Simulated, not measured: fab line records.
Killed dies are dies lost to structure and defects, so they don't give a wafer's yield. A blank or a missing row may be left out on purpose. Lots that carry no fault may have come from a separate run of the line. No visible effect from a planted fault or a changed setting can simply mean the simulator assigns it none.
Which tool did it? :: flow nand_harc :: 11 lots, 33 wafers sampled, at 2 steps of a route of 1159

WHAT THE GAUGES READ, wafer by wafer
NHARC_P_M2_INSPECT_11.
lot: L186
measured: day 6 04:32
on: defect_inspect-02
raw_defect_count: 1 4 2

lot: L187
measured: day 6 18:29
on: defect_inspect-02
raw_defect_count: 5 4 4

lot: L189
measured: day 6 20:25
on: defect_inspect-01
raw_defect_count: 5 6 5

lot: L188
measured: day 6 20:26
on: defect_inspect-02
raw_defect_count: 2 2 4

lot: L198
measured: day 9 11:04
on: defect_inspect-02
raw_defect_count: 647 667 694 631 632 682

lot: L197
measured: day 9 12:31
on: defect_inspect-02
raw_defect_count: 637 682 654 632 677 667

lot: L202
measured: day 10 11:14
on: defect_inspect-02
raw_defect_count: 5 2 4

lot: L206
measured: day 10 21:26
on: defect_inspect-02
raw_defect_count: 4 10 2

lot: L205
measured: day 10 23:05
on: defect_inspect-02
raw_defect_count: 2 4 1

lot: L209
measured: day 11 23:30
on: defect_inspect-01
raw_defect_count: 2 2 4

lot: L208
measured: day 12 00:17
on: defect_inspect-01
raw_defect_count: 7 13 10

WHICH TOOL RAN EACH LOT (tool, then ch and the chambers of the sampled wafers, then the start)
lot: L186
NHARC_P_M2_DEP_00: pecvd-02 ch 0,1,2, day 6 03:37

lot: L187
NHARC_P_M2_DEP_00: pecvd-01 ch 0,1, day 6 17:28

lot: L189
NHARC_P_M2_DEP_00: pecvd-02 ch 1,2, day 6 19:25

lot: L188
NHARC_P_M2_DEP_00: pecvd-03 ch 1,2, day 6 19:35

lot: L198
NHARC_P_M2_DEP_00: pecvd-03 ch 0,1,2, day 9 10:05

lot: L197
NHARC_P_M2_DEP_00: pecvd-03 ch 0,1,2, day 9 11:32

lot: L202
NHARC_P_M2_DEP_00: pecvd-02 ch 1,2, day 10 10:19

lot: L206
NHARC_P_M2_DEP_00: pecvd-01 ch 0,1,2, day 10 20:35

lot: L205
NHARC_P_M2_DEP_00: pecvd-02 ch 0,1,2, day 10 22:07

lot: L209
NHARC_P_M2_DEP_00: pecvd-03 ch 1,2, day 11 22:40

lot: L208
NHARC_P_M2_DEP_00: pecvd-03 ch 0,1, day 11 23:19
- NHARC_P_M2_DEP_00: deposits SiOC, target thk 182.5 nm.

THE ANSWER, worked out from the rows above alone
Rule: the usual values come from the lots themselves. The widest of any qualifying gaps counts: lots, ordered by their means at a reading, are off when they make up no more than a third of the lots, leave a main group of 4 or more, and stand apart from it by 3 or more times the standard deviation of that group's means. A main group whose means are all the same, to the digits that the tables above print for the reading, isn't used. Also off: a lot with no number at a reading for which 4 or more lots have one. Any other lot the step has rows for is counted as sound.
Off: L198, L197, at NHARC_P_M2_INSPECT_11 (raw_defect_count). Mean 4.3 and standard deviation 2.3 in the main group.
A tool fits if, at a process step before that reading, it ran every lot that is off, and no sound lot after the first of them. Gauges at NHARC_P_M2_INSPECT_11: tried the same way as those tools. No candidate that was tried fits.

WHAT WAS PUT IN BY THE SIMULATOR
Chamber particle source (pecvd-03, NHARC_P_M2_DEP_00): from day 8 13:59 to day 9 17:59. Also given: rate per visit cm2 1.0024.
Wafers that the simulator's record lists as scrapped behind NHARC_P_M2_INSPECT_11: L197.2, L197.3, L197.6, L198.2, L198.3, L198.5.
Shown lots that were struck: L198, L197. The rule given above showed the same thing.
